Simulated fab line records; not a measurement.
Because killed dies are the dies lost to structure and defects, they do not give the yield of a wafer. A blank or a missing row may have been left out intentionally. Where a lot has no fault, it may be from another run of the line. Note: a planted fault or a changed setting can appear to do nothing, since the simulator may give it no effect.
Comparing a struck lot with a sound one | flow nandHarc | 15 out of 1302 route steps
Sound: the wafers L187.2, L187.4, L187.6. Struck: wafer L199.2. (L199.4, L199.6 of the same lot were not struck and are left out.) The cause comes at the end.
Each step with rows lists, per side, the tool, then ch with its chambers, then its first start. Under that, the readings that differ: sound wafers | struck wafers | difference of the means | sigmas: that difference in standard deviations of wafers without a fault.
alike: readings whose means differ by less than 2 such deviations, and words and numbers that are the same on both sides. not compared: withheld readings, readings that some wafer has no value for, bounds like >300 that may hide the same value, and numbers for which the record gives no deviation and whose values overlap.
The two part at a step that has a row with sigmas, a row that says differs or no value, or rows on one side only. When numbers do not overlap yet have no deviation, they are printed without sigmas and do not part them. A reading missing from all wafers of one side parts the sides only when that side holds two or more wafers.

NHARC_A_CHANNEL_HOLE_D1_STRIP_27: strips in O2.
  sound on rieDiel-10 ch 1,2,3; struck on rieDiel-12 ch 0
reading                  | sound       | struck | difference | sigmas
drypumpMotorCurrentA (A) | 5.8 5.1 5.4 | 6.3    | +0.9       | +2
  alike: mfcArSccm, oesProductAu, rfVppV, showerheadPlenumPTorr, throttleValvePct
  not compared: rfHoursCounterH
then, 2 steps without rows for these wafers: NHARC_A_CHANNEL_HOLE_D1_PRECLEAN_28 (cleans in SC1); NHARC_A_CHANNEL_HOLE_D1_SRD_29.
NHARC_A_CHANNEL_HOLE_D1_CD_MEAS_30:
  sound on cdSem-03, day 12 21:50; struck on cdSem-01, day 15 08:42
  alike: cdNm
next, for these wafers, 1 step has no rows: NHARC_A_CHANNEL_HOLE_D1_XSEM_31.
NHARC_A_CHANNEL_HOLE_D1_INSPECT_40:
  sound on defectInspect-01, day 12 22:02; struck on defectInspect-02, day 15 08:53
  alike: rawDefectCount
then, 2 steps without rows for these wafers: NHARC_A_CHANNEL_FILL_D1_PRECLEAN_00 (cleans in SC1); NHARC_A_CHANNEL_FILL_D1_SRD_01.
NHARC_A_CHANNEL_FILL_D1_ALD_02: deposits SiO2, target thk 6 nm, pulse time 10 s, ald cycles 60.
  sound on aldHk-03 ch 1,2, day 12 22:13; struck on aldHk-02 ch 0, day 15 09:04
  alike: heaterPowerW, precursorPulseHeightRel
  not compared: aldCycles
NHARC_A_CHANNEL_FILL_D1_ALD_03: deposits SiNx, target thk 6 nm, pulse time 60 s, ald cycles 58.
  sound on aldSinBatch-03 ch 0; struck on aldSinBatch-03 ch 0
  alike: precursorPulseHeightRel
  not compared: aldCycles
NHARC_A_CHANNEL_FILL_D1_ALD_14: deposits SiO2, target thk 2.5 nm, pulse time 10 s, ald cycles 25.
  sound on aldHk-03 ch 1,2,3, day 13 05:19; struck on aldHk-04 ch 1, day 15 16:11
  alike: heaterPowerW, precursorPulseHeightRel
  not compared: aldCycles
NHARC_A_CHANNEL_FILL_D1_ALD_15: deposits SiNx, target thk 2 nm, pulse time 60 s, ald cycles 19.
  sound on aldSinBatch-03 ch 0; struck on aldSinBatch-02 ch 0
  alike: precursorPulseHeightRel
  not compared: aldCycles
NHARC_A_CHANNEL_FILL_D1_ALD_16: deposits SiO2, target thk 1.5 nm, pulse time 10 s, ald cycles 15.
  sound on aldHk-04 ch 0,1,3, day 13 10:44; struck on aldHk-03 ch 1, day 15 21:17
reading   | sound    | struck | difference | sigmas
aldCycles | 15 15 15 | 17     | +2         | 
  alike: heaterPowerW, precursorPulseHeightRel
then, 1 step without rows for these wafers: NHARC_A_CHANNEL_FILL_D1_ANNEAL_17 (time 1800 s).
NHARC_END_SORT_01:
  the record has rows for the sound wafers here (prober-02 ch 0, day 29 01:01) and none for the struck ones

WHERE THEY PART
Earliest at NHARC_A_CHANNEL_HOLE_D1_STRIP_27; latest, in this record, at NHARC_END_SORT_01.

WHY: what had been put in by the simulator
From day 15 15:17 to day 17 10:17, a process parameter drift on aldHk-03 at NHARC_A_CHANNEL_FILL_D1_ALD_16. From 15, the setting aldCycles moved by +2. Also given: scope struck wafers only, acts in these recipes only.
